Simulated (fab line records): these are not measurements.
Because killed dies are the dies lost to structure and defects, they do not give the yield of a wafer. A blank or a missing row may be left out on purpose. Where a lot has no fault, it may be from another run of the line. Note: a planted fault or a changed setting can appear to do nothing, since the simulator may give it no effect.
Matching of chambers :: flow n5_finfet :: rie_diel-02 running N5_FIN_SAQP_SPACER1_ETCHBACK_25: 3 sister chambers
The step etches SiO2 in CHF3/O2, target depth 24.4 nm, time 12.2 s. 3 wafers are shown with their chamber, then 6 later ones without.

== WAFERS WITH THEIR CHAMBER ==
wafer: L080.4
chamber: 3
drypump_motor_current_A (A): 5.5

wafer: L089.1
chamber: 1
drypump_motor_current_A (A): 5.5

wafer: L089.2
chamber: 2
drypump_motor_current_A (A): 6.1

== WAFERS WHOSE CHAMBER IS MISSING ==
wafer: L089.6
drypump_motor_current_A (A): 6.2

wafer: L094.3
drypump_motor_current_A (A): 5.5

wafer: L094.4
drypump_motor_current_A (A): 6.2

wafer: L097.2
drypump_motor_current_A (A): 5.5

wafer: L097.4
drypump_motor_current_A (A): 6.2

wafer: L097.5
drypump_motor_current_A (A): 6.2

== CHAMBER TAKEN BY EACH ==
wafer: L089.6
from the rows above: 2
in truth: 2

wafer: L094.3
from the rows above: can't be placed: 1 or 3
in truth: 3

wafer: L094.4
from the rows above: 2
in truth: 2

wafer: L097.2
from the rows above: can't be placed: 1 or 3
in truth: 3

wafer: L097.4
from the rows above: 2
in truth: 2

wafer: L097.5
from the rows above: 2
in truth: 2
Placed correctly: 4 of 6. From these rows, 2 cannot be placed; in 2 the true chamber is one of the candidates. Wrongly placed: 0.
How it was worked out, from the rows above alone: a wafer's distance from a chamber is the root of the sum, over the readings, of the square of ((its reading less the chamber's mean) divided by the reading's scatter). The wafer belongs to the nearest chamber; if the next one is less than 2 further off, it can't be placed. The mean given for a chamber averages the wafers shown for that chamber. The scatter: root of mean squared gap, hidden wafer to nearest shown wafer, with one shown wafer a chamber.
